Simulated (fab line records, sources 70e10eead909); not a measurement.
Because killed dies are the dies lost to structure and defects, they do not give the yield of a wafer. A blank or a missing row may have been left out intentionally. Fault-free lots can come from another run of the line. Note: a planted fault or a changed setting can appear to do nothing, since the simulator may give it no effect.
Comparing a struck lot with a sound one ; flow nand harc ; 15 out of 1159 route steps
Sound: these wafers, L410.1, L410.2, L410.6. Struck: wafer L423.2. (L423.4, L423.6 of the same lot were not struck and are left out.) The cause comes at the end.
Order at every step that has rows: each side's tool, ch and its chambers, its first start. Under that, the readings that differ: sound wafers ; struck wafers ; difference of the means ; sigmas: that difference in standard deviations of wafers without a fault.
alike: a reading whose means differ by less than 2 such deviations, as well as words and numbers matching on both sides. not compared: withheld readings; readings where some wafer has no value; bounds like >300 that might hide an equal value; numbers whose values overlap and for which the record gives no deviation.
The two part at a step that has a row with sigmas, a row that says differs or no value, or rows on one side only. Numbers that have no deviation but don't overlap get no sigmas and don't part them. Lack of a reading on every wafer of one side parts them only where that side has two or more wafers.

first, 8 steps without rows for these wafers: NHARC_A_SGD_CUT_COAT_56 (time 75 s); NHARC_A_SGD_CUT_COAT_57 (time 65 s); NHARC_A_SGD_CUT_COAT_03 (resist thk 90 nm); NHARC_A_SGD_CUT_SOFTBAKE_04 (time 55 s); NHARC_A_SGD_CUT_EBR_05; NHARC_A_SGD_CUT_EXPOSE_06 (exposes mask SGD); NHARC_A_SGD_CUT_PEB_07 (peb time 65 s); NHARC_A_SGD_CUT_DEVELOP_08 (develop time 35 s).
NHARC_A_SGD_CUT_CD_MEAS_09: the cd target is 100 nm.
  sound on cd sem-01 ch 0, day 16 00:52; struck on cd sem-02 ch 0, day 19 22:01
  alike: cd nm
NHARC_A_SGD_CUT_OVL_MEAS_10:
  sound on overlay-02, day 16 00:58; struck on overlay-02, day 19 22:07
  alike: overlay x nm, overlay y nm
NHARC_A_SGD_CUT_INSPECT_11:
  sound on defect inspect-02, day 16 01:00; struck on defect inspect-02, day 19 22:09
  alike: raw defect count
NHARC_A_SGD_CUT_DESCUM_14: chemistry O2, time 3 s.
  sound on rie diel-11 ch 2,3, day 16 01:04; struck on rie diel-11 ch 1, day 19 22:13
reading;sound;struck;difference;sigmas
oes product au (a.u.);1.009 0.995 1.011;0.981;-0.024;-2
rf vpp V (V);57.0 56.3 56.5;58.6;+2.0;+2
showerhead plenum p Torr (Torr);1.78 1.83 1.78;2.05;+0.25;+3
  alike: drypump motor current A, throttle valve pct
  not compared: rf hours counter h
NHARC_A_SGD_CUT_ETCH_58: etches the open film in CF4, target depth 39 nm, time 65 s.
  sound on rie diel-11 ch 1,2,3, day 16 01:08; struck on rie diel-11 ch 0, day 19 22:17
reading;sound;struck;difference;sigmas
oes product au (a.u.);1.017 1.011 1.010;0.808;-0.205;-20
  alike: cf4 flow sccm, drypump motor current A, rf vpp V, showerhead plenum p Torr, throttle valve pct
  not compared: rf hours counter h
NHARC_A_SGD_CUT_ETCH_59: etches the open film in N2/H2, target depth 260 nm, time 406.25 s.
  sound: rie diel-11 ch 0,1,3; struck: rie diel-11 ch 3
  alike: drypump motor current A, oes product au, rf vpp V, showerhead plenum p Torr, throttle valve pct
  not compared: rf hours counter h
-- break in the record here, with 5 days between the starts of the struck wafers on either side (left off in module A_SGD_CUT, picked up again in module END, where the first step shown is number 1159 on the route) --
NHARC_END_SORT_01:
  here the record holds rows for the struck wafers (prober-02 ch 0, day 25 06:49) but none for the sound ones

WHERE THEY PART
Earliest at NHARC_A_SGD_CUT_DESCUM_14; latest, in this record, at NHARC_END_SORT_01.

WHY: the cause the simulator had injected
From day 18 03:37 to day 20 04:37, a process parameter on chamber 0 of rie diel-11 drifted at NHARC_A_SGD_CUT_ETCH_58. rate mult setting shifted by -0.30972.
